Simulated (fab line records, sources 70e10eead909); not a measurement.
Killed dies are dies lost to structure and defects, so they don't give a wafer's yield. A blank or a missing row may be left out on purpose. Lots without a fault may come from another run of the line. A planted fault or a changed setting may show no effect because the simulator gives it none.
fab line records | flow nand_harc
record lots=24 wafers=72 last_day=33
route steps=1302 shown P_STI@87 P_GATE@150 P_CONTACT@249 P_M0@274
lots that met no fault: from a run of the same line without faults
start_h: hours from the record's first day to the start of the lot's first wafer shown | wait_h: hours since the lot's step before | " the same as in the row above | L1.1+2: a row that stands for several wafers | - no value, or no start given | * or withheld: withheld | < > ~ a bound
route shown NAME@n: a module of which the file shows steps, and the number in the route of the first | usual: mean/standard deviation of fault-free wafers | same: alike in all rows | chamber/n: place in a boat | sites: the reading at each site | _std_site: their standard deviation | _edge_site: outer sites' mean less inner sites' | radius_mm: how far each site lies from the wafer's centre | mask NAME#n: copy n | behind: the tool/chamber that last shaped the wafer | hold: why the lot was held/for how many hours/how that ended | device: the transistor (n, p or np) that didn't switch | end of line: the same wafers' tests at the end of the route | a step without rows: its recipe alone | killed: dies lost to structure and defects at the first sort, not the wafer's yield | map: a wafer's dies, x killed, . not, _ none there
set.NAME: the setting as run; set.NAME@STEP: as run at that earlier step | model.NAME: the simulator's own value behind a step, which no gauge read
steps of the route over a sample of lots; a table a step, a row a wafer
services: from which hour (start_h, from the record's first day; less than 0 if before it) a tool's chamber was out of use, for how many hours, and why
## steps
# step NHARC_P_STI_DESCUM_14
# recipe time_s=3 o2_flow_sccm=200 ar_flow_sccm=0 bias_power_w=0 chemistry=O2
# usual drypump_motor_current_A=5.6/0.39 oes_product_au=1.005/0.015 rf_vpp_V=57.8/0.93 showerhead_plenum_p_Torr=1.94/0.092 throttle_valve_pct=11.311/0.0097
# columns lot.wafer tool chamber start_h wait_h drypump_motor_current_A oes_product_au rf_hours_counter_h rf_vpp_V showerhead_plenum_p_Torr throttle_valve_pct
L074.4 rie_diel-06 2 45.71 - 6.3 1.038 4 56.6 1.97 11.320
L074.5 " 2 " " 6.4 1.031 - 57.5 1.97 11.316
L074.6 " 3 " " 6.0 0.995 - 55.5 1.80 11.294
L075.3 rie_diel-09 3 56.20 - 5.3 1.028 7 59.2 2.05 11.315
L075.4 " 1 " " 4.9 1.000 8 56.8 2.04 11.307
L075.5 " 2 " " 5.3 1.000 - 58.3 1.83 11.295
L076.3 rie_diel-06 3 65.09 - 6.0 1.006 4 55.2 1.80 11.317
L076.5 " 0 " " 5.6 0.987 - 57.3 1.87 11.316
L076.4 " 1 " " 5.7 0.994 - 57.9 2.00 11.313
L077.4 rie_diel-11 1 72.82 - 6.1 1.011 7 59.9 2.05 11.304
L077.1 " 2 " " 6.1 0.998 7 59.3 2.02 11.321
L077.5 " 0 " " 5.4 1.037 - 58.8 1.86 11.331
L078.4 rie_diel-09 2 83.22 - 5.3 0.997 11 58.5 1.83 11.312
L078.2 " 0 " " 5.4 1.019 10 57.0 1.86 11.318
L078.3 " 1 " " 4.9 1.008 11 58.7 2.04 11.299
L079.4 rie_diel-09 0 94.56 - 5.3 1.021 11 58.7 1.86 11.331
L079.1 " 1 " " 4.9 0.984 13 58.6 2.04 11.318
L079.5 " 0 " " 5.3 1.020 - 58.3 1.86 11.318
L080.3 rie_diel-11 0 107.03 - 5.4 1.014 1 57.4 1.85 11.311
L080.1 " 2 " " 6.1 0.983 1 59.8 2.02 11.297
L080.6 " 0 " " 5.4 1.006 - 57.3 1.85 11.307
L081.2 rie_diel-06 1 116.95 - 5.7 1.008 8 58.7 2.00 11.319
L081.3 " 3 " " 6.1 1.011 7 58.3 1.80 11.332
L081.6 " 0 " " 5.6 1.006 - 57.8 1.87 11.320
L082.2 rie_diel-11 1 128.59 - 6.1 0.997 1 59.7 2.05 11.310
L082.1 " 3 " " 6.0 0.990 2 59.0 1.89 11.314
L082.5 " 2 " " 6.0 0.971 - 58.0 2.02 11.298
L083.2 rie_diel-09 0 132.22 - 5.3 1.012 14 58.3 1.86 11.306
L083.1 " 1 " " 4.9 0.988 15 58.7 2.04 11.299
L083.6 " 3 " " 5.5 1.027 - 58.1 2.04 11.292
L084.3 rie_diel-11 2 144.13 - 6.1 0.972 3 57.6 2.02 11.315
L084.4 " 0 " " 5.3 1.012 3 58.6 1.85 11.312
L084.5 " 3 " " 6.0 0.995 - 57.3 1.89 11.309
L085.4 rie_diel-09 2 153.65 - 5.3 1.009 0 57.9 1.83 11.302
L085.1 " 3 " " 5.4 1.025 0 58.1 2.04 11.318
L085.6 " 2 " " 5.3 1.001 - 57.1 1.83 11.303
L086.2 rie_diel-11 2 162.93 - 6.1 0.983 5 57.4 2.02 11.316
L086.1 " 1 " " 6.1 1.004 4 58.8 2.05 11.320
L086.5 " 2 " " 6.0 0.979 - 57.7 2.02 11.310
L087.3 rie_diel-09 0 175.44 - 5.3 1.021 3 57.8 1.86 11.312
L087.4 " 2 " " 5.3 1.001 2 57.0 1.83 11.304
L087.5 " 0 " " 5.4 1.018 - 57.2 1.86 11.300
L088.2 rie_diel-06 1 183.34 - 5.7 1.017 2 58.1 2.00 11.306
L088.4 " 2 " " 6.4 1.000 2 57.2 1.97 11.307
L088.6 " 1 " " 5.7 1.012 - 57.1 2.00 11.307
L089.4 rie_diel-11 1 192.69 - 6.1 0.997 5 58.6 2.05 11.308
L089.1 " 3 " " 6.0 0.994 7 57.5 1.89 11.307
L089.5 " 1 " " 6.1 0.999 - 57.1 2.05 11.312
L090.4 rie_diel-11 1 204.35 - 6.1 1.004 6 57.9 2.05 11.314
L090.1 " 2 " " 6.1 0.980 7 57.6 2.02 11.320
L090.5 " 2 " " 6.1 0.980 - 58.2 2.02 11.340
L091.2 rie_diel-06 1 213.45 - 5.7 1.008 4 59.0 2.00 11.313
L091.6 " 1 " " 5.7 1.013 - 57.6 2.00 11.311
L091.4 " 3 " " 6.1 1.002 - 55.7 1.80 11.312
L092.1 rie_diel-06 0 225.02 - 5.6 0.998 5 57.5 1.87 11.290
L092.4 " 1 " " 5.7 1.014 5 57.7 2.00 11.287
L092.6 " 0 " " 5.6 1.013 - 56.4 1.87 11.310
L093.4 rie_diel-06 2 234.62 - 6.4 1.011 4 58.8 1.97 11.313
L093.1 " 0 " " 5.6 0.995 5 57.6 1.87 11.308
L093.2 " 1 " " 5.7 1.019 5 58.7 2.00 11.329
L094.2 rie_diel-09 0 242.96 - 5.3 1.020 9 57.4 1.86 11.315
L094.1 " 2 " " 5.3 1.017 9 57.5 1.82 11.302
L094.5 " 3 " " 5.4 1.024 - 59.8 2.04 11.316
L095.2 rie_diel-06 1 254.63 - 5.7 1.014 6 57.4 2.00 11.292
L095.3 " 3 " " 6.1 1.006 6 56.9 1.80 11.318
L095.4 " 3 " " 6.0 1.000 - 57.1 1.80 11.315
L096.2 rie_diel-09 3 262.99 - 5.4 1.022 12 58.2 2.04 11.304
L096.3 " 1 " " 4.9 0.988 10 58.7 2.03 11.302
L096.5 " 0 " " 5.3 1.010 - 57.0 1.86 11.323
L097.3 rie_diel-09 0 275.69 - 5.3 1.021 13 58.1 1.86 11.308
L097.1 " 1 " " 4.9 0.980 11 57.4 2.03 11.323
L097.2 " 2 " " 5.3 1.005 12 56.8 1.82 11.326
# step NHARC_P_GATE_STRIP_108
# recipe o2_flow_sccm=500 ar_flow_sccm=0 bias_w=0 chemistry=O2
# usual drypump_motor_current_A=5.6/0.58 oes_product_au=0.995/0.014 rf_vpp_V=57.7/0.93 showerhead_plenum_p_Torr=3.52/0.17 throttle_valve_pct=17.036/0.0096
# columns lot.wafer tool chamber start_h wait_h drypump_motor_current_A oes_product_au rf_hours_counter_h rf_vpp_V showerhead_plenum_p_Torr throttle_valve_pct
L074.4 rie_diel-12 0 105.54 - 6.6 0.990 0.3 57.2 3.71 17.040
L074.5 " 2 " " 6.2 1.007 - 58.1 3.73 17.033
L074.6 " 3 " " 5.7 1.018 - 56.6 3.53 17.042
L075.3 rie_diel-02 1 106.14 - 4.8 0.973 4.2 58.1 3.38 17.033
L075.4 " 2 " " 5.8 0.984 4.4 58.4 3.47 17.043
L075.5 " 1 " " 4.8 0.965 - 57.1 3.38 17.044
L076.4 rie_diel-12 0 122.19 - 6.6 0.993 1.1 58.4 3.71 17.034
L076.3 " 2 " " 6.2 1.001 1.2 57.5 3.73 17.021
L076.5 " 3 " " 5.7 1.021 - 58.5 3.53 17.038
L077.1 rie_diel-02 1 122.44 - 4.8 0.978 5.3 56.8 3.38 17.017
L077.4 " 0 " " 5.9 0.985 4.2 58.6 3.79 17.021
L077.5 " 2 " " 5.7 1.005 - 57.5 3.47 17.032
L078.4 rie_diel-12 2 138.40 - 6.1 0.991 1.5 57.1 3.73 17.043
L078.3 " 3 " " 5.7 1.021 1.4 58.0 3.53 17.032
L078.2 " 0 " " 6.6 0.977 1.4 57.0 3.71 17.038
L079.1 rie_diel-02 3 148.88 - 4.8 0.988 5.8 57.7 3.33 17.043
L079.4 " 0 " " 5.8 1.002 5.7 57.9 3.78 17.020
L079.5 " 2 " " 5.8 1.016 - 58.2 3.47 17.034
L080.1 rie_diel-12 2 168.52 - 6.2 1.009 2.3 56.7 3.73 17.036
L080.3 " 3 " " 5.7 1.025 2.1 57.6 3.53 17.043
L080.6 " 2 " " 6.2 1.017 - 58.0 3.73 17.035
L081.2 rie_diel-02 0 168.67 - 5.9 0.999 6.6 58.8 3.78 17.035
L081.3 " 1 " " 4.8 0.984 7.2 56.8 3.37 17.037
L081.6 " 0 " " 5.9 1.003 - 57.7 3.78 17.022
L082.2 rie_diel-02 0 181.51 - 5.8 1.004 8.5 58.7 3.78 17.037
L082.1 " 2 " " 5.8 1.019 9.3 58.8 3.47 17.041
L082.5 " 0 " " 5.8 1.002 - 58.6 3.78 17.032
L083.2 rie_diel-02 3 182.16 - 4.8 0.983 8.6 58.7 3.33 17.044
L083.1 " 0 " " 5.9 0.992 8.6 58.8 3.78 17.030
L083.6 " 0 " " 5.9 0.989 - 58.3 3.78 17.034
L084.4 rie_diel-12 2 194.72 - 6.2 0.995 5.7 57.4 3.73 17.037
L084.3 " 3 " " 5.7 1.018 4.6 57.5 3.53 17.038
L084.5 " 0 " " 6.6 0.984 - 57.1 3.71 17.040
L085.1 rie_diel-12 2 205.90 - 6.2 1.007 5.9 57.9 3.73 17.045
L085.4 " 0 " " 6.6 0.996 4.8 58.1 3.71 17.034
L085.6 " 1 " " 5.8 0.980 - 58.0 3.41 17.018
L086.1 rie_diel-03 0 212.32 - 5.6 1.008 4.0 57.0 3.51 17.052
L086.2 " 3 " " 5.0 1.019 4.4 57.5 3.35 17.043
L086.5 " 1 " " 5.3 0.994 - 58.0 3.37 17.042
L087.4 rie_diel-02 1 229.62 - 4.8 0.981 0.1 56.5 3.37 17.030
L087.3 " 2 " " 5.8 0.979 0.2 56.1 3.47 17.041
L087.5 " 0 " " 5.9 0.982 - 58.0 3.78 17.029
L088.2 rie_diel-02 0 243.46 - 5.9 0.983 0.5 59.0 3.78 17.055
L088.4 " 1 " " 4.8 0.972 0.4 58.9 3.37 17.060
L088.6 " 0 " " 5.9 0.991 - 59.9 3.78 17.018
L089.4 rie_diel-03 2 243.95 - 6.4 0.991 5.4 57.0 3.38 17.039
L089.1 " 0 " " 5.5 1.005 6.0 58.6 3.50 17.041
L089.5 " 3 " " 5.0 1.007 - 57.3 3.35 17.032
L090.4 rie_diel-02 3 259.17 - 4.8 0.996 0.7 56.2 3.33 17.032
L090.1 " 0 " " 5.9 0.988 0.6 58.6 3.78 17.035
L090.5 " 1 " " 4.8 0.982 - 55.4 3.37 17.019
L091.4 rie_diel-12 3 263.32 - 5.7 1.023 8.6 56.9 3.53 17.029
L091.2 " 2 " " 6.2 0.999 10.5 59.6 3.73 17.034
L091.6 " 0 " " 6.6 1.001 - 58.1 3.71 17.044
L092.1 rie_diel-03 3 279.03 - 5.0 1.012 8.5 56.3 3.35 17.040
L092.4 " 3 " " 5.0 1.012 - 57.9 3.35 17.034
L092.6 " 1 " " 5.3 0.997 - 56.3 3.36 17.029
L093.2 rie_diel-02 2 286.98 - 5.7 0.987 4.1 55.2 3.47 17.024
L093.4 " 3 " " 4.8 0.999 4.5 56.1 3.33 17.026
L093.1 " 0 " " 5.8 0.996 4.3 57.3 3.78 17.050
L094.1 rie_diel-12 2 298.94 - 6.1 1.012 0.2 58.1 3.73 17.045
L094.2 " 1 " " 5.8 0.987 0.2 56.4 3.41 17.020
L094.5 " 3 " " 5.7 1.002 - 60.0 3.53 17.057
L095.2 rie_diel-12 1 322.03 - 5.8 0.992 2.0 57.4 3.41 17.039
L095.3 " 2 " " 6.2 1.007 2.3 58.3 3.73 17.034
L095.4 " 3 " " 5.7 1.013 1.9 57.3 3.53 17.024
L096.2 rie_diel-02 3 324.13 - 4.8 0.993 5.0 56.9 3.33 17.034
L096.3 " 2 " " 5.8 0.995 4.9 56.4 3.47 17.026
L096.5 " 0 " " 5.9 0.982 - 58.8 3.78 17.037
L097.1 rie_diel-02 3 333.95 - 4.8 0.999 5.3 56.2 3.33 17.046
L097.2 " 0 " " 5.9 0.966 5.4 58.9 3.78 17.025
L097.3 " 2 " " 5.8 0.980 5.2 57.7 3.47 17.030
# step NHARC_P_GATE_STRIP_113
# recipe power_w=1500 temp_c=110 time_s=740 chemistry=N2/H2
# usual drypump_motor_current_A=5.7/0.65 heater_power_w=89/4.7
# columns lot.wafer tool chamber start_h wait_h drypump_motor_current_A heater_power_w rf_hours_counter_h
L074.4 plasma_asher-02 0 121.10 0.5 5.9 86 -
L074.5 " 1 " " 5.0 87 -
L074.6 " 0 " " 5.9 85 -
L075.3 plasma_asher-01 0 121.64 0.4 6.6 99 -
L075.4 " 1 " " 5.0 85 -
L075.5 " 1 " " 5.1 85 -
L076.4 plasma_asher-01 1 137.39 0.3 5.1 85 -
L076.3 " 0 " " 6.6 95 -
L076.5 " 0 " " 6.6 100 -
L077.1 plasma_asher-02 0 137.74 0.3 5.9 87 11
L077.4 " 1 " " 5.1 88 -
L077.5 " 1 " " 5.0 85 -
L078.2 plasma_asher-02 0 155.79 0.3 5.9 86 14
L078.4 " 1 " " 5.0 89 -
L078.3 " 0 " " 5.9 87 -
L079.1 plasma_asher-01 1 164.06 0.3 5.1 84 36
L079.4 " 1 " " 5.1 86 -
L079.5 " 0 " " 6.5 100 -
L080.1 plasma_asher-01 1 183.67 0.3 5.1 84 2
L080.3 " 1 " " 5.1 86 -
L080.6 " 1 " " 5.1 84 -
L081.2 plasma_asher-02 0 183.77 0.3 5.9 89 20
L081.3 " 1 " " 5.0 86 -
L081.6 " 1 " " 5.0 86 -
L082.2 plasma_asher-01 0 196.61 0.2 6.6 93 5
L082.1 " 1 " " 5.1 85 5
L082.5 " 1 " " 5.1 85 -
L083.1 plasma_asher-02 0 200.26 0.2 5.9 88 24
L083.2 " 1 " " 5.0 88 24
L083.6 " 0 " " 5.9 88 -
L084.4 plasma_asher-02 0 209.89 0.3 5.9 89 -
L084.3 " 1 " " 5.0 87 -
L084.5 " 1 " " 5.0 87 -
L085.1 plasma_asher-02 0 220.80 0.3 5.9 86 29
L085.4 " 1 " " 5.0 90 -
L085.6 " 1 " " 5.1 88 -
L086.2 plasma_asher-01 0 227.39 0.2 6.6 96 12
L086.1 " 1 " " 5.1 85 12
L086.5 " 1 " " 5.1 85 -
L087.4 plasma_asher-01 1 245.12 0.3 5.1 85 -
L087.3 " 0 " " 6.6 95 -
L087.5 " 1 " " 5.1 85 -
L088.2 plasma_asher-01 1 258.61 0.2 5.1 83 20
L088.4 " 1 " " 5.1 84 -
L088.6 " 1 " " 5.0 83 -
L089.1 plasma_asher-02 0 259.27 0.2 5.9 86 0
L089.4 " 0 " " 5.9 87 -
L089.5 " 0 " " 5.9 84 -
L090.1 plasma_asher-01 1 274.09 0.2 5.1 84 23
L090.4 " 1 " " 5.0 85 -
L090.5 " 1 " " 5.1 84 -
L091.2 plasma_asher-01 1 278.54 0.3 5.1 85 24
L091.4 " 1 " " 5.1 82 -
L091.6 " 0 " " 6.5 97 -
L092.1 plasma_asher-01 1 294.24 0.3 5.0 83 29
L092.4 " 0 " " 6.5 98 -
L092.6 " 0 " " 6.5 96 -
L093.1 plasma_asher-02 1 302.32 0.2 5.0 93 7
L093.2 " 0 " " 5.9 85 7
L093.4 " 1 " " 5.0 92 -
L094.1 plasma_asher-01 0 314.13 0.2 6.6 93 32
L094.2 " 1 " " 5.1 85 32
L094.5 " 1 " " 5.1 85 -
L095.2 plasma_asher-02 1 337.17 0.3 5.0 94 13
L095.4 " 0 " " 5.9 85 -
L095.3 " 1 " " 5.1 91 -
L096.2 plasma_asher-01 1 339.61 0.3 5.1 84 38
L096.3 " 0 " " 6.6 95 -
L096.5 " 1 " " 5.1 85 -
L097.2 plasma_asher-02 0 348.89 0.2 5.9 84 17
L097.1 " 1 " " 5.1 93 17
L097.3 " 0 " " 5.9 84 -
# step NHARC_P_GATE_DEGAS_109
# recipe temp_c=300 time_s=60
# usual heater_power_w=463/39
# columns lot.wafer tool chamber start_h wait_h heater_power_w
L074.4 pvd_sputter-02 - 122.33 0.1 405
L074.5 " - " " 408
L074.6 " - " " 481
L075.3 pvd_sputter-01 - 123.10 0.1 537
L075.4 " - " " 492
L075.5 " - " " 518
L076.3 pvd_sputter-02 - 138.78 0.1 479
L076.4 " - " " 404
L076.5 " - " " 462
L077.1 pvd_sputter-03 - 140.22 0.1 489
L077.4 " - " " 412
L077.5 " - " " 463
L078.2 pvd_sputter-03 - 157.26 0.1 472
L078.4 " - " " 499
L078.3 " - " " 408
L079.1 pvd_sputter-02 - 165.54 0.1 480
L079.4 " - " " 456
L079.5 " - " " 466
L080.3 pvd_sputter-03 - 185.13 0.1 477
L080.1 " - " " 411
L080.6 " - " " 405
L081.3 pvd_sputter-02 - 185.30 0.1 416
L081.2 " - " " 468
L081.6 " - " " 415
L082.2 pvd_sputter-01 - 198.20 0.1 542
L082.1 " - " " 517
L082.5 " - " " 499
L083.2 pvd_sputter-02 - 201.85 0.1 413
L083.1 " - " " 480
L083.6 " - " " 469
L084.3 pvd_sputter-02 - 211.29 0.2 462
L084.4 " - " " 410
L084.5 " - " " 467
L085.1 pvd_sputter-03 - 222.38 0.1 502
L085.4 " - " " 500
L085.6 " - " " 452
L086.1 pvd_sputter-02 - 228.98 0.1 486
L086.2 " - " " 453
L086.5 " - " " 467
L087.3 pvd_sputter-03 - 246.48 0.1 507
L087.4 " - " " 438
L087.5 " - " " 427
L088.4 pvd_sputter-03 - 260.21 0.1 502
L088.2 " - " " 510
L088.6 " - " " 451
L089.4 pvd_sputter-02 - 260.86 0.1 474
L089.1 " - " " 411
L089.5 " - " " 464
L090.1 pvd_sputter-01 - 275.68 0.1 465
L090.4 " - " " 469
L090.5 " - " " 549
L091.2 pvd_sputter-03 - 280.04 0.1 515
L091.4 " - " " 504
L091.6 " - " " 418
L092.1 pvd_sputter-02 - 295.78 0.1 482
L092.4 " - " " 435
L092.6 " - " " 479
L093.1 pvd_sputter-03 - 303.98 0.1 425
L093.4 " - " " 500
L093.2 " - " " 520
L094.2 pvd_sputter-01 - 315.76 0.1 543
L094.1 " - " " 445
L094.5 " - " " 542
L095.4 pvd_sputter-01 - 338.63 0.1 554
L095.2 " - " " 505
L095.3 " - " " 444
L096.3 pvd_sputter-03 - 341.08 0.1 431
L096.2 " - " " 451
L096.5 " - " " 505
L097.3 pvd_sputter-02 - 350.49 0.1 482
L097.2 " - " " 443
L097.1 " - " " 418
# step NHARC_P_CONTACT_CMP_24
# recipe t_overpolish_s=30 target_thk_nm=200
# usual motor_current_A=12.5/1.1 overpolish_run_s=30.000/0.0099 retaining_ring_pressure_frac=0.999/0.0044 slurry_flow_ml_min=149.9/0.49 time_to_endpoint_s=39/3.1
# columns lot.wafer tool chamber start_h wait_h motor_current_A overpolish_run_s retaining_ring_pressure_frac slurry_flow_ml_min time_to_endpoint_s
L074.4 cmp-03 1 127.79 0.4 14.1 29.985 1.000 149.2 39
L074.5 " 1 " " 14.1 30.015 0.996 150.4 38
L074.6 " 2 " " 12.9 30.009 0.996 150.3 36
L075.3 cmp-01 1 128.54 0.3 14.0 30.006 1.004 149.8 39
L075.4 " 2 " " 11.1 29.997 0.997 150.1 36
L075.5 " 1 " " 13.3 30.000 0.988 149.8 40
L076.3 cmp-01 3 144.39 0.3 12.2 30.004 0.998 149.9 41
L076.4 " 1 " " 13.9 29.988 1.008 150.7 41
L076.5 " 2 " " 10.9 30.008 1.000 150.3 37
L077.1 cmp-01 2 146.10 0.5 10.4 29.983 1.000 150.1 36
L077.4 " 3 " " 12.4 30.009 1.004 149.0 38
L077.5 " 2 " " 11.1 29.996 0.995 150.0 39
L078.2 cmp-01 1 162.56 0.6 13.9 29.981 0.992 150.3 39
L078.4 " 3 " " 11.6 29.996 1.008 150.2 43
L078.3 " 0 " " 12.4 29.985 0.993 150.7 34
L079.1 cmp-01 1 171.05 0.5 14.0 29.998 1.004 149.7 38
L079.4 " 2 " " 10.8 30.000 0.994 151.2 39
L079.5 " 1 " " 14.1 29.982 1.006 149.7 42
L080.3 cmp-03 2 190.61 0.4 13.4 30.004 0.993 149.7 38
L080.1 " 3 " " 11.7 30.002 0.995 149.4 45
L080.6 " 2 " " 12.9 30.002 0.999 148.9 39
L081.2 cmp-04 1 191.10 0.5 13.0 30.005 0.995 150.1 35
L081.3 " 3 " " 13.7 30.007 1.000 150.3 39
L081.6 " 2 " " 12.6 30.007 1.001 149.4 41
L082.2 cmp-03 3 203.70 0.5 11.0 30.006 0.997 150.2 40
L082.1 " 2 " " 13.4 30.016 0.998 150.5 39
L082.5 " 3 " " 11.0 29.991 1.001 149.3 41
L083.2 cmp-01 2 208.12 0.6 11.4 30.003 0.994 150.3 38
L083.1 " 1 " " 14.4 30.011 0.998 150.5 39
L083.6 " 3 " " 11.5 29.989 1.008 149.4 40
L084.4 cmp-03 3 217.13 0.3 11.8 30.006 0.994 149.0 44
L084.3 " 0 " " 13.4 30.013 1.002 149.5 40
L084.5 " 2 " " 12.9 30.004 0.995 149.8 39
L085.1 cmp-01 3 228.00 0.6 12.3 30.003 0.996 150.2 38
L085.4 " 1 " " 13.9 29.996 1.005 150.6 40
L085.6 " 3 " " 11.7 30.017 1.000 150.3 38
L086.1 cmp-04 2 234.51 0.6 12.6 30.001 0.997 150.3 43
L086.2 " 3 " " 12.7 30.000 0.996 150.1 43
L086.5 " 1 " " 13.1 29.997 0.993 150.2 39
L087.4 cmp-01 2 252.23 0.3 10.8 29.998 1.007 150.0 39
L087.3 " 0 " " 11.5 29.995 1.001 150.4 36
L087.5 " 3 " " 11.4 29.978 0.994 149.8 41
L088.4 cmp-04 2 265.53 0.4 12.6 30.008 0.999 150.3 42
L088.2 " 3 " " 12.8 29.990 1.001 149.7 40
L088.6 " 1 " " 13.0 29.987 1.005 149.3 36
L089.1 cmp-04 0 266.42 0.6 10.9 30.012 1.001 149.8 47
L089.4 " 2 " " 12.2 30.006 0.995 149.9 45
L089.5 " 1 " " 13.5 30.002 0.996 150.1 41
L090.1 cmp-03 3 281.13 0.5 11.6 30.003 1.008 149.4 42
L090.4 " 1 " " 14.5 30.011 0.995 149.9 36
L090.5 " 3 " " 11.4 30.004 1.000 148.7 39
L091.2 cmp-04 3 285.50 0.6 12.8 30.004 1.001 149.2 44
L091.4 " 0 " " 10.8 29.994 0.997 150.4 45
L091.6 " 2 " " 12.0 30.005 1.006 149.6 44
L092.1 cmp-01 3 301.48 0.6 11.3 29.997 1.007 150.4 45
L092.4 " 0 " " 11.7 30.001 1.001 149.6 39
L092.6 " 2 " " 10.6 30.024 1.004 149.6 39
L093.4 cmp-03 3 309.32 0.4 11.3 30.015 0.998 150.0 39
L093.2 " 1 " " 14.9 29.997 1.004 149.7 35
L093.1 " 2 " " 13.3 30.009 0.992 150.6 38
L094.2 cmp-01 2 321.23 0.5 11.3 29.988 0.992 150.6 36
L094.1 " 3 " " 12.5 29.995 1.006 149.8 42
L094.5 " 3 " " 11.6 29.994 1.004 149.1 38
L095.3 cmp-04 3 344.15 0.4 13.8 30.008 0.992 149.8 39
L095.4 " 0 " " 11.5 29.991 1.003 150.0 41
L095.2 " 1 " " 13.1 30.006 0.999 149.3 31
L096.2 cmp-03 3 346.44 0.5 11.3 30.001 1.000 150.3 37
L096.3 " 1 " " 13.8 30.001 1.004 150.3 35
L096.5 " 3 " " 11.7 29.989 1.000 149.3 38
L097.3 cmp-04 2 355.92 0.4 12.2 29.998 1.003 149.8 44
L097.2 " 3 " " 13.4 29.988 1.002 149.9 41
L097.1 " 1 " " 13.3 29.994 1.002 149.6 36
# step NHARC_P_M0_PVD_20
# recipe target_thk_a=50 bias_v=168.6 power_w=15000 chamber_pressure_pa=0.12 time_s=8.06 substrate_temp_c=50 material=TaN
# usual substrate_temp_c=49.99/0.12 throttle_valve_pct=30.0/0.91
# columns lot.wafer tool chamber start_h wait_h substrate_temp_c throttle_valve_pct
L074.4 pvd_sputter-01 - - - 50.00 29.5
L074.6 " - " " 50.13 32.1
L074.5 " - " " 50.05 31.1
L075.3 pvd_sputter-02 - - - 50.03 30.0
L075.4 " - " " 50.17 29.9
L075.5 " - " " 49.98 30.1
L076.3 pvd_sputter-01 - - - 49.74 30.9
L076.4 " - " " 50.08 29.6
L076.5 " - " " 49.92 31.0
L077.1 pvd_sputter-02 - - - 49.93 30.1
L077.4 " - " " 50.07 29.9
L077.5 " - " " 50.12 30.5
L078.2 pvd_sputter-03 - - - 49.97 29.7
L078.4 " - " " 50.05 29.1
L078.3 " - " " 49.94 29.8
L079.4 pvd_sputter-03 - - - 50.09 29.7
L079.1 " - " " 49.98 30.6
L079.5 " - " " 49.74 29.8
L080.3 pvd_sputter-01 - - - 50.08 28.9
L080.1 " - " " 49.89 31.9
L080.6 " - " " 49.85 31.9
L081.3 pvd_sputter-02 - - - 49.97 29.9
L081.2 " - " " 49.83 29.9
L081.6 " - " " 50.02 29.8
L082.1 pvd_sputter-02 - - - 49.96 29.8
L082.2 " - " " 50.12 29.5
L082.5 " - " " 50.14 30.5
L083.2 pvd_sputter-02 - - - 49.91 30.1
L083.1 " - " " 49.91 30.4
L083.6 " - " " 49.85 30.1
L084.3 pvd_sputter-01 - - - 49.75 29.4
L084.4 " - " " 50.19 28.8
L084.5 " - " " 49.99 29.6
L085.1 pvd_sputter-03 - - - 49.97 29.6
L085.4 " - " " 49.75 29.9
L085.6 " - " " 49.97 29.6
L086.1 pvd_sputter-02 - - - 49.79 30.4
L086.2 " - " " 49.88 29.8
L086.5 " - " " 50.06 30.4
L087.3 pvd_sputter-03 - - - 50.01 29.0
L087.4 " - " " 49.84 29.7
L087.5 " - " " 49.80 29.0
L088.4 pvd_sputter-01 - - - 50.12 29.6
L088.2 " - " " 49.88 32.5
L088.6 " - " " 50.03 30.6
L089.4 pvd_sputter-02 - - - 50.00 29.9
L089.1 " - " " 50.20 30.3
L089.5 " - " " 50.08 30.4
L090.1 pvd_sputter-03 - - - 50.03 29.6
L090.4 " - " " 50.07 29.0
L090.5 " - " " 49.91 29.8
L091.4 pvd_sputter-01 - - - 49.95 28.6
L091.2 " - " " 50.04 29.9
L091.6 " - " " 49.94 28.8
L092.4 pvd_sputter-02 - - - 50.04 29.0
L092.1 " - " " 49.86 29.5
L092.6 " - " " 50.11 30.1
L093.4 pvd_sputter-01 - - - 49.66 28.3
L093.1 " - " " 49.91 32.4
L093.2 " - " " 50.09 30.5
L094.1 pvd_sputter-01 - - - 49.94 30.5
L094.2 " - " " 50.17 28.8
L094.5 " - " " 50.09 30.4
L095.3 pvd_sputter-02 - - - 49.84 29.6
L095.4 " - " " 50.07 28.7
L095.2 " - " " 49.92 29.3
L096.2 pvd_sputter-02 - - - 49.96 29.5
L096.3 " - " " 50.00 28.8
L096.5 " - " " 49.97 30.3
L097.3 pvd_sputter-02 - - - 50.22 30.3
L097.2 " - " " 50.06 29.6
L097.1 " - " " 49.87 28.4
## services
# columns tool chamber start_h hours kind
pvd_sputter-03 - 31.34 10.0 pm
rie_diel-02 - 39.70 9.0 pm
pvd_sputter-01 - 40.77 1.0 repair
plasma_asher-01 - 43.06 2.1 repair
plasma_asher-02 - 46.86 1.5 repair
pvd_sputter-01 - 48.00 10.0 pm
pvd_sputter-01 - 63.94 1.9 repair
pvd_sputter-03 - 68.94 3.1 repair
pvd_sputter-01 - 70.02 1.0 repair
plasma_asher-02 - 72.36 9.0 pm
pvd_sputter-02 - 85.01 7.6 repair
pvd_sputter-03 - 94.53 6.3 repair
pvd_sputter-02 - 104.00 10.0 pm
plasma_asher-01 - 165.14 9.0 pm
pvd_sputter-01 - 205.66 10.1 repair
pvd_sputter-03 - 209.34 10.0 pm
rie_diel-02 - 216.70 9.0 pm
pvd_sputter-01 - 226.00 10.0 pm
plasma_asher-02 - 249.36 9.0 pm
plasma_asher-02 - 290.74 4.1 repair
rie_diel-02 3 313.96 6.5 repair
plasma_asher-01 - 318.08 0.9 repair
pvd_sputter-03 - 338.72 2.0 repair
plasma_asher-01 - 342.14 9.0 pm
## key
fault none
